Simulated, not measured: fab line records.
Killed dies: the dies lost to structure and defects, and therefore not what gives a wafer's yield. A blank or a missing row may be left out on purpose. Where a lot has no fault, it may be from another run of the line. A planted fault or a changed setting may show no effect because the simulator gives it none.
Chamber matching    flow n5Finfet    N5_BEOL_M15_ETCH_59 on rieDiel-05 has 4 sister chambers
The step etches BARC in N2/H2, target depth 89 nm, overetch 26.7 nm, time 67.9 s. 20 wafers are shown with their chamber, then 10 later ones without.

WAFERS WITH THEIR CHAMBER
wafer   chamber  drypumpMotorCurrentA (A)  showerheadPlenumPTorr (Torr)  rfVppV (V)
L074.1  1        6.0                       2.52                          523.8
L074.3  0        6.1                       2.61                          524.5
L074.5  3        5.8                       2.59                          525.1
L078.1  3        5.8                       2.59                          525.1
L078.3  2        5.0                       2.40                          519.6
L078.6  3        5.8                       2.59                          524.9
L080.1  3        5.8                       2.59                          525.1
L080.3  1        6.0                       2.52                          522.7
L080.4  1        6.1                       2.52                          522.0
L081.1  1        6.1                       2.52                          524.2
L081.4  2        5.0                       2.39                          518.3
L081.6  1        6.0                       2.52                          523.1
L083.1  2        5.0                       2.39                          520.2
L083.2  1        6.0                       2.51                          522.0
L083.3  0        6.1                       2.60                          525.0
L085.3  2        5.0                       2.39                          520.5
L085.5  3        5.8                       2.58                          522.8
L085.6  0        6.1                       2.60                          526.6
L087.1  2        5.0                       2.39                          520.8
L087.4  3        5.8                       2.58                          526.4

SIGNATURES (averages over the wafers above)
reading                chamber 0  chamber 1  chamber 2  chamber 3  scatter within a chamber
drypumpMotorCurrentA   6.100      6.033      5.000      5.800      0.0289
showerheadPlenumPTorr  2.6033     2.5183     2.3920     2.5867     0.00477
rfVppV                 525.367    522.967    519.880    524.900    1.04
Rule: a wafer's distance from a chamber is the root of the sum, over the readings, of the square of ((its reading less the chamber's mean) divided by the reading's scatter). The wafer belongs to the nearest chamber; if the next one is less than 2 further off, it can't be placed. How the scatter is found: for the shown wafers, subtract from each reading the mean of its chamber, square and add these, divide the total by (wafers less chambers), then take the root.

WAFERS WITH NO CHAMBER GIVEN
wafer   drypumpMotorCurrentA (A)  showerheadPlenumPTorr (Torr)  rfVppV (V)
L087.5  5.8                       2.58                          525.3
L091.1  6.0                       2.51                          521.8
L091.4  5.0                       2.39                          520.9
L091.6  5.0                       2.39                          517.6
L094.3  6.0                       2.50                          523.6
L094.5  6.0                       2.51                          523.1
L094.6  6.1                       2.59                          525.9
L096.3  6.1                       2.59                          525.7
L096.4  6.0                       2.50                          522.3
L096.5  6.0                       2.50                          523.3

EACH ONE'S CHAMBER
wafer   from the rows above  in truth
L087.5  3                    3
L091.1  1                    1
L091.4  2                    2
L091.6  2                    2
L094.3  1                    1
L094.5  1                    1
L094.6  0                    0
L096.3  0                    0
L096.4  1                    1
L096.5  1                    1
10 of 10 placed correctly. Left unplaced by these rows: 0. Wrongly placed: 0.
